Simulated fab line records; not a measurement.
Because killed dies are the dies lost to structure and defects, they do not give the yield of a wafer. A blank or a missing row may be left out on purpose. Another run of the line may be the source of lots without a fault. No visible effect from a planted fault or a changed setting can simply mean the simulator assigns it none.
Chamber matching / flow n5-finfet / 4 sister chambers for N5_BEOL_M13_ETCH_68 on rie-diel-06
The step etches SOC in N2/H2, time 355 s. 20 wafers are shown with their chamber, then 10 later ones without.

## WAFERS, EACH WITH ITS CHAMBER
wafer=L074.1; chamber=1; drypump-motor-current-A (A)=5.9; showerhead-plenum-p-Torr (Torr)=2.57; rf-vpp-V (V)=525.8
wafer=L074.2; chamber=3; drypump-motor-current-A (A)=5.3; showerhead-plenum-p-Torr (Torr)=2.66; rf-vpp-V (V)=526.8
wafer=L074.3; chamber=0; drypump-motor-current-A (A)=5.8; showerhead-plenum-p-Torr (Torr)=2.46; rf-vpp-V (V)=521.2
wafer=L076.3; chamber=2; drypump-motor-current-A (A)=5.2; showerhead-plenum-p-Torr (Torr)=2.51; rf-vpp-V (V)=521.8
wafer=L076.4; chamber=2; drypump-motor-current-A (A)=5.2; showerhead-plenum-p-Torr (Torr)=2.51; rf-vpp-V (V)=523.4
wafer=L076.6; chamber=0; drypump-motor-current-A (A)=5.8; showerhead-plenum-p-Torr (Torr)=2.46; rf-vpp-V (V)=522.3
wafer=L082.1; chamber=1; drypump-motor-current-A (A)=5.9; showerhead-plenum-p-Torr (Torr)=2.57; rf-vpp-V (V)=525.5
wafer=L082.4; chamber=3; drypump-motor-current-A (A)=5.3; showerhead-plenum-p-Torr (Torr)=2.66; rf-vpp-V (V)=528.7
wafer=L082.5; chamber=2; drypump-motor-current-A (A)=5.3; showerhead-plenum-p-Torr (Torr)=2.51; rf-vpp-V (V)=522.5
wafer=L085.2; chamber=2; drypump-motor-current-A (A)=5.2; showerhead-plenum-p-Torr (Torr)=2.51; rf-vpp-V (V)=523.1
wafer=L085.4; chamber=1; drypump-motor-current-A (A)=5.9; showerhead-plenum-p-Torr (Torr)=2.56; rf-vpp-V (V)=526.0
wafer=L085.6; chamber=3; drypump-motor-current-A (A)=5.3; showerhead-plenum-p-Torr (Torr)=2.66; rf-vpp-V (V)=527.9
wafer=L088.2; chamber=1; drypump-motor-current-A (A)=5.9; showerhead-plenum-p-Torr (Torr)=2.56; rf-vpp-V (V)=526.4
wafer=L088.5; chamber=0; drypump-motor-current-A (A)=5.8; showerhead-plenum-p-Torr (Torr)=2.45; rf-vpp-V (V)=521.9
wafer=L088.6; chamber=3; drypump-motor-current-A (A)=5.3; showerhead-plenum-p-Torr (Torr)=2.65; rf-vpp-V (V)=528.3
wafer=L087.1; chamber=3; drypump-motor-current-A (A)=5.3; showerhead-plenum-p-Torr (Torr)=2.65; rf-vpp-V (V)=527.5
wafer=L087.2; chamber=1; drypump-motor-current-A (A)=5.9; showerhead-plenum-p-Torr (Torr)=2.56; rf-vpp-V (V)=525.6
wafer=L087.6; chamber=2; drypump-motor-current-A (A)=5.2; showerhead-plenum-p-Torr (Torr)=2.51; rf-vpp-V (V)=522.4
wafer=L090.2; chamber=2; drypump-motor-current-A (A)=5.2; showerhead-plenum-p-Torr (Torr)=2.51; rf-vpp-V (V)=522.4
wafer=L090.3; chamber=0; drypump-motor-current-A (A)=5.8; showerhead-plenum-p-Torr (Torr)=2.45; rf-vpp-V (V)=522.9

SIGNATURES, as means of the wafers listed above
reading=drypump-motor-current-A; chamber 0=5.800; chamber 1=5.900; chamber 2=5.217; chamber 3=5.300; scatter within a chamber=0.0228
reading=showerhead-plenum-p-Torr; chamber 0=2.4550; chamber 1=2.5640; chamber 2=2.5100; chamber 3=2.6560; scatter within a chamber=0.00461
reading=rf-vpp-V; chamber 0=522.075; chamber 1=525.860; chamber 2=522.600; chamber 3=527.840; scatter within a chamber=0.603
Rule: distance of a wafer from a chamber = root of the sum over the readings of ((wafer's reading minus chamber's mean) / reading's scatter) squared. If the next closest chamber is less than 2 further off than the closest, the wafer can't be placed; otherwise it belongs to the closest. The scatter is the square root of a quotient: the sum, over the shown wafers, of each reading's squared deviation from its chamber's mean, divided by wafers minus chambers.

## WAFERS WITHOUT THEIR CHAMBER
wafer=L090.4; drypump-motor-current-A (A)=5.3; showerhead-plenum-p-Torr (Torr)=2.65; rf-vpp-V (V)=527.0
wafer=L092.2; drypump-motor-current-A (A)=5.2; showerhead-plenum-p-Torr (Torr)=2.50; rf-vpp-V (V)=522.4
wafer=L092.5; drypump-motor-current-A (A)=5.2; showerhead-plenum-p-Torr (Torr)=2.50; rf-vpp-V (V)=521.5
wafer=L092.6; drypump-motor-current-A (A)=5.9; showerhead-plenum-p-Torr (Torr)=2.55; rf-vpp-V (V)=524.0
wafer=L095.2; drypump-motor-current-A (A)=5.3; showerhead-plenum-p-Torr (Torr)=2.65; rf-vpp-V (V)=527.0
wafer=L095.4; drypump-motor-current-A (A)=5.8; showerhead-plenum-p-Torr (Torr)=2.45; rf-vpp-V (V)=522.5
wafer=L095.5; drypump-motor-current-A (A)=5.9; showerhead-plenum-p-Torr (Torr)=2.55; rf-vpp-V (V)=524.3
wafer=L097.4; drypump-motor-current-A (A)=5.3; showerhead-plenum-p-Torr (Torr)=2.64; rf-vpp-V (V)=526.6
wafer=L097.5; drypump-motor-current-A (A)=5.9; showerhead-plenum-p-Torr (Torr)=2.55; rf-vpp-V (V)=525.1
wafer=L097.6; drypump-motor-current-A (A)=5.8; showerhead-plenum-p-Torr (Torr)=2.44; rf-vpp-V (V)=521.7

## WHICH CHAMBER EACH ONE RAN IN
wafer=L090.4; from the rows above=3; in truth=3
wafer=L092.2; from the rows above=2; in truth=2
wafer=L092.5; from the rows above=2; in truth=2
wafer=L092.6; from the rows above=1; in truth=1
wafer=L095.2; from the rows above=3; in truth=3
wafer=L095.4; from the rows above=0; in truth=0
wafer=L095.5; from the rows above=1; in truth=1
wafer=L097.4; from the rows above=3; in truth=3
wafer=L097.5; from the rows above=1; in truth=1
wafer=L097.6; from the rows above=0; in truth=0
Correct placement for 10 of the 10. Number that these rows cannot place: 0. 0 placed wrongly.
